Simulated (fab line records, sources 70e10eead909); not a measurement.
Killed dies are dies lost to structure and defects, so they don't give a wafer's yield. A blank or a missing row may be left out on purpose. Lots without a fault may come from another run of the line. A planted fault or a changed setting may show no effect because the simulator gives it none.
A struck lot beside a sound one | flow nand_harc | 22 steps out of a route of 1159
Sound: wafers L883.1, L883.3, L883.5. Struck: wafer L895.2. (L895.1, L895.6 of the same lot were not struck and are left out.) The cause comes at the end.
At each step with rows: each side's tool, then ch and its chambers, then its first start. Under that, the readings that differ: sound wafers | struck wafers | difference of the means | sigmas: that difference in standard deviations of wafers without a fault.
alike: readings whose means differ by less than 2 such deviations, and words and numbers that are the same on both sides. not compared: withheld readings, readings that some wafer has no value for, bounds like >300 that may hide the same value, and numbers for which the record gives no deviation and whose values overlap.
The two part at a step that has a row with sigmas, a row that says differs or no value, or rows on one side only. Numbers that don't overlap but have no deviation are shown without sigmas and don't part them. A reading that every wafer of one side lacks parts them only if that side has two wafers or more.

NHARC_A_BLC_CMP_25: polishes, t overpolish 30 s, target thk 150 nm.
  sound on cmp-01 ch 0,1,3, day 18 01:16; struck on cmp-03 ch 1, day 21 18:21
  reading                 | sound             | struck | difference | sigmas
  edge_zone_pressure_frac | 0.992 1.001 0.993 | 1.009  | +0.014     | +3
  time_to_endpoint_s (s)  | 29.4 26.9 27.1    | 33.2   | +5.4       | +2
  alike: motor_current_A, overpolish_run_s, slurry_filter_dp_kPa
then, 1 step without rows for these wafers: NHARC_A_BLC_SRD_27.
NHARC_A_BLC_INSPECT_28:
  sound on defect_inspect-02, day 18 01:39; struck on defect_inspect-01, day 21 18:44
  alike: raw_defect_count
then, 8 steps without rows for these wafers: NHARC_A_M0_DEP_00 (deposits SiOC, target thk 150 nm); NHARC_A_M0_DEHYDRATE_01 (time 120 s); NHARC_A_M0_HMDS_02 (time 30 s); NHARC_A_M0_COAT_33 (time 65 s); NHARC_A_M0_COAT_03 (resist thk 90 nm); NHARC_A_M0_SOFTBAKE_04 (time 55 s); NHARC_A_M0_EBR_05; NHARC_A_M0_EXPOSE_06 (exposes mask A M0, target cd 80 nm).
NHARC_A_M0_PEB_07: peb time 65 s.
  sound on litho_track-04 ch 0, day 18 02:28; struck on litho_track-06 ch 0, day 21 19:38
  reading                  | sound             | struck | difference | sigmas
  heater_power_total_W (W) | 157.0 156.8 156.0 | 160.5  | +3.9       | +10
then, 1 step without rows for these wafers: NHARC_A_M0_DEVELOP_08 (develop time 35 s).
NHARC_A_M0_CD_MEAS_09: target cd 80 nm.
  sound on cd_sem-02 ch 0, day 18 02:33; struck on cd_sem-02 ch 0, day 21 19:43
  reading    | sound          | struck | difference | sigmas
  cd_nm (nm) | 79.4 80.5 79.7 | 77.6   | -2.3       | -5
NHARC_A_M0_OVL_MEAS_10: pitch 160 nm.
  sound on overlay-02, day 18 02:38; struck on overlay-01, day 21 19:48
  reading           | sound       | struck | difference | sigmas
  overlay_y_nm (nm) | 2.6 2.5 1.6 | -0.7   | -2.9       | -3
  alike: overlay_x_nm
NHARC_A_M0_INSPECT_11:
  sound on defect_inspect-01, day 18 02:41; struck on defect_inspect-02, day 21 19:50
  alike: raw_defect_count
NHARC_A_M0_DESCUM_14: chemistry O2, time 3 s.
  sound on rie_diel-04 ch 0,3, day 18 02:45; struck on rie_diel-07 ch 2, day 21 19:54
  reading               | sound            | struck | difference | sigmas
  model.A_M0.cd_nm (nm) | 79.2 80.16 79.65 | 76.89  | -2.78      |
  alike: drypump_motor_current_A, oes_product_au, rf_vpp_V, showerhead_plenum_p_Torr, throttle_valve_pct
  not compared: rf_hours_counter_h
NHARC_A_M0_ETCH_34: etches the open film in N2/H2, target depth 40 nm, overetch 12 nm, time 43.94 s.
  sound on rie_diel-04 ch 0,1, day 18 02:50; struck on rie_diel-07 ch 1, day 21 19:59
  reading                         | sound             | struck | difference | sigmas
  rf_vpp_V (V)                    | 432.8 434.1 435.3 | 428.2  | -5.9       | -2
  showerhead_plenum_p_Torr (Torr) | 2.14 2.20 2.20    | 1.96   | -0.22      | -2
  alike: bias_w, drypump_motor_current_A, h2_flow_sccm, oes_product_au, throttle_valve_pct
  not compared: rf_hours_counter_h
NHARC_A_M0_ETCH_15: etches the open film in C4F8/Ar, target depth 150 nm, overetch 15 nm, time 82.5 s.
  sound on rie_diel-04 ch 0,3; struck on rie_diel-07 ch 2
  reading               | sound             | struck | difference | sigmas
  oes_product_au (a.u.) | 0.984 0.962 0.984 | 0.920  | -0.057     | -3
  model.A_M0.cd_nm (nm) | 79.35 80.18 79.78 | 76.52  | -3.25      |
  alike: bias_w, rf_vpp_V
  not compared: rf_hours_counter_h
NHARC_A_M0_CD_MEAS_16:
  sound on cd_sem-03, day 18 03:02; struck on cd_sem-03, day 21 20:11
  reading    | sound          | struck | difference | sigmas
  cd_nm (nm) | 79.0 80.4 79.9 | 76.5   | -3.3       | -5
NHARC_A_M0_STRIP_18: strips in N2/H2.
  sound on rie_diel-11 ch 0,1,3, day 18 03:10; struck on rie_diel-11 ch 0, day 21 20:16
  reading               | sound             | struck | difference | sigmas
  oes_product_au (a.u.) | 0.991 0.992 0.995 | 0.978  | -0.015     | -2
  alike: drypump_motor_current_A, h2_flow_sccm, rf_vpp_V, showerhead_plenum_p_Torr, throttle_valve_pct
  not compared: rf_hours_counter_h
NHARC_END_SORT_01:
  sound on prober-01 ch 0, day 20 05:15; struck on prober-01 ch 0, day 23 14:26
  alike: defect_limited_yield, killed_at_array, killed_at_other, killed_at_periphery, killed_dies, killed_open, killed_short, sort_bin_2_pct, sort_bin_3_pct, sort_bin_4_pct, sort_n_pass, sort_rim_yield_pct, sort_yield_pct

WHERE THEY PART
First at NHARC_A_BLC_CMP_25; last, within this record, at NHARC_A_M0_STRIP_18. Later steps at which nothing parts them and some readings are alike: NHARC_END_SORT_01.

WHY: what the simulator had put in
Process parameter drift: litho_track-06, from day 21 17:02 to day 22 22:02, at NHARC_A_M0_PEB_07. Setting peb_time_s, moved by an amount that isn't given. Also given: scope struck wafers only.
